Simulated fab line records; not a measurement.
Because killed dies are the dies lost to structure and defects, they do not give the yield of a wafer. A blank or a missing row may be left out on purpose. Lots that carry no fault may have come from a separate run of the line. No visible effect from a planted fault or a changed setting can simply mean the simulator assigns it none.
What tool caused it? -- flow n5-finfet -- 30 wafers sampled from 10 lots at 1 step of a route of 1938

## WHAT EACH GAUGE READ, for each wafer
N5_BEOL_M4_RC_MEAS_101. Usual: DIBL_N 36.3 mV/V, standard deviation 1.7; DIBL_P 36.3 mV/V, standard deviation 2.2; IOFF_N 0.16 nA/um, standard deviation 0.034; IOFF_P 0.21 nA/um, standard deviation 0.038; ION_N 673 uA/um, standard deviation 13; ION_P 461 uA/um, standard deviation 8.3; SS_N 71.5 mV/dec, standard deviation 0.55; SS_P 73.3 mV/dec, standard deviation 0.67; VT_N 250 mV, standard deviation 3.4; VT_P -251 mV, standard deviation 3.5.
lot,measured,on,DIBL_N (mV/V),DIBL_P (mV/V),IOFF_N (nA/um),IOFF_P (nA/um),ION_N (uA/um),ION_P (uA/um),SS_N (mV/dec),SS_P (mV/dec),VT_N (mV),VT_P (mV),flag
L157,day 8 01:49,prober-01,40.2 36.2 35.2,39.4 35.4 33.2,0.24 0.16 0.12,0.28 0.19 0.16,688 679 653,460 461 446,72.3 71.2 71.2,72.9 72.6 72.5,244 250 254,-246 -251 -254,
L161,day 9 01:31,prober-01,37.5 35.6 39.1,39.8 37.9 42.1,0.24 0.21 0.29,0.25 0.21 0.29,685 682 690,460 458 464,72.3 71.8 73.6,73.0 72.4 74.3,243 245 239,-250 -249 -245,
L163,day 9 16:16,prober-02,35.2 34.3 34.7,35.5 34.4 35.5,0.16 0.14 0.16,0.21 0.19 0.21,673 659 670,459 455 465,70.9 71.2 71.2,73.5 71.9 73.0,247 251 249,-252 -253 -251,
L164,day 9 19:09,prober-02,36.0 35.1 37.5,35.6 34.5 37.1,0.16 0.14 0.20,0.21 0.20 0.24,667 672 686,458 453 462,71.7 71.5 71.5,72.8 72.4 72.8,248 248 245,-249 -251 -249,
L170,day 11 02:06,prober-01,36.7 34.6 32.5,38.4 35.1 32.4,0.18 0.14 0.11,0.23 0.19 0.16,683 666 649,469 457 455,72.0 71.5 71.1,73.3 73.4 72.7,248 251 255,-249 -251 -252,
L171,day 11 09:02,prober-02,39.4 35.9 33.9,38.7 34.5 32.6,0.20 0.12 0.11,0.26 0.18 0.16,680 663 659,463 458 456,71.7 71.2 70.3,74.4 73.0 72.3,248 254 255,-246 -251 -250,
L173,day 11 15:26,prober-02,34.9 35.7 33.0,35.9 35.8 32.4,0.14 0.15 0.10,0.17 0.17 0.13,665 678 660,454 457 447,70.8 70.9 71.0,73.4 72.5 71.2,251 251 257,-255 -255 -258,
L175,day 12 18:25,prober-01,40.0 38.8 34.9,38.9 37.3 32.8,0.20 0.17 0.11,0.23 0.22 0.15,678 676 665,457 460 459,72.0 71.3 71.3,73.2 72.8 72.4,246 250 256,-253 -252 -259,
L177,day 12 23:26,prober-02,39.4 35.8 37.2,39.6 34.8 37.5,0.22 0.13 0.18,0.27 0.18 0.23,699 669 688,475 462 471,71.7 71.5 71.2,73.7 72.2 74.1,244 255 248,-247 -251 -250,
L178,day 13 02:16,prober-01,35.2 39.5 39.0,35.0 41.1 38.8,0.12 0.22 0.19,0.20 0.32 0.28,673 702 686,474 489 479,71.0 71.9 71.5,72.3 74.4 73.7,252 244 246,-250 -243 -244,

## WHAT TOOL EACH LOT RAN ON (gives the tool, then ch and the chambers of the sampled wafers, and finally the start)
There is no process step in the record ahead of these readings.

## WHAT THE TOOLS THEMSELVES READ (means of the sampled wafers that have a number; where no wafer has one, the mark that the record gives instead)
The record holds no such reading with a usual standard deviation.

## THE ANSWER, worked out from the rows above alone
Rule: a lot counts as off when the mean over its wafers that have a number is more than 3 standard deviations away from the usual mean. A lot without any number at a reading at which 4 lots or more have one is off too. Where the step has rows for the other lots, those lots are counted as sound. Order of review: gauges by route order, followed by the tools' own readings, for which a lot's mean as printed above is used. At the first step where some lot is off, the reading lying furthest off is the one used; lots without a number count as furthest.
No lot is off at any reading shown: from this, nothing can be told.

## WHAT THE SIMULATOR PUT IN
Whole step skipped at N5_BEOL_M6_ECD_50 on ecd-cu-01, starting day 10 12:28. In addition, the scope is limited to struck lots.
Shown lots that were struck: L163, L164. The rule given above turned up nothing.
